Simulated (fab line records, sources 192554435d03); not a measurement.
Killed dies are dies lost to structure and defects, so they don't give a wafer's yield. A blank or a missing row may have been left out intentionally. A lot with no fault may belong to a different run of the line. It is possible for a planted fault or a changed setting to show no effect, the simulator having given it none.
Chamber matching ; flow n5 finfet ; N5_HKMG_FIN_ALD_74 on ald hk-01: 4 sister chambers
The step deposits La2O3, target thk 0.5 nm, pulse time 6 s, co reactant pulse time 1 s. 4 wafers are shown with their chamber, then 9 later ones without.

== WAFERS WITH THEIR CHAMBER ==
wafer;chamber;heater power w (W)
L088.2;2;337
L093.1;3;405
L093.4;0;323
L093.6;1;276

== WAFERS WITHOUT THEIR CHAMBER ==
wafer;heater power w (W)
L095.1;320
L095.2;416
L095.3;345
L095.4;282
L095.5;413
L095.6;317
L097.1;336
L097.3;340
L097.6;338

== THE CHAMBER EACH PASSED THROUGH ==
wafer;from the rows above;in truth
L095.1;0;0
L095.2;3;3
L095.3;2;2
L095.4;1;1
L095.5;3;3
L095.6;0;0
L097.1;can't be placed: 2 or 0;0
L097.3;2;2
L097.6;2;2
Correctly placed: 8 of 9. Unplaceable from these rows: 1, with the true chamber sitting among the candidates in 1. Placed wrongly: 0.
How it was worked out, from the rows above alone: a wafer's distance from a chamber is the root of the sum, over the readings, of the square of ((its reading less the chamber's mean) divided by the reading's scatter). The wafer belongs to the nearest chamber; if the next one is less than 2 further off, it can't be placed. The mean given for a chamber averages the wafers shown for that chamber. The scatter (one wafer shown for each chamber): square how far every hidden wafer sits from the nearest shown wafer, average those squares and take the square root.
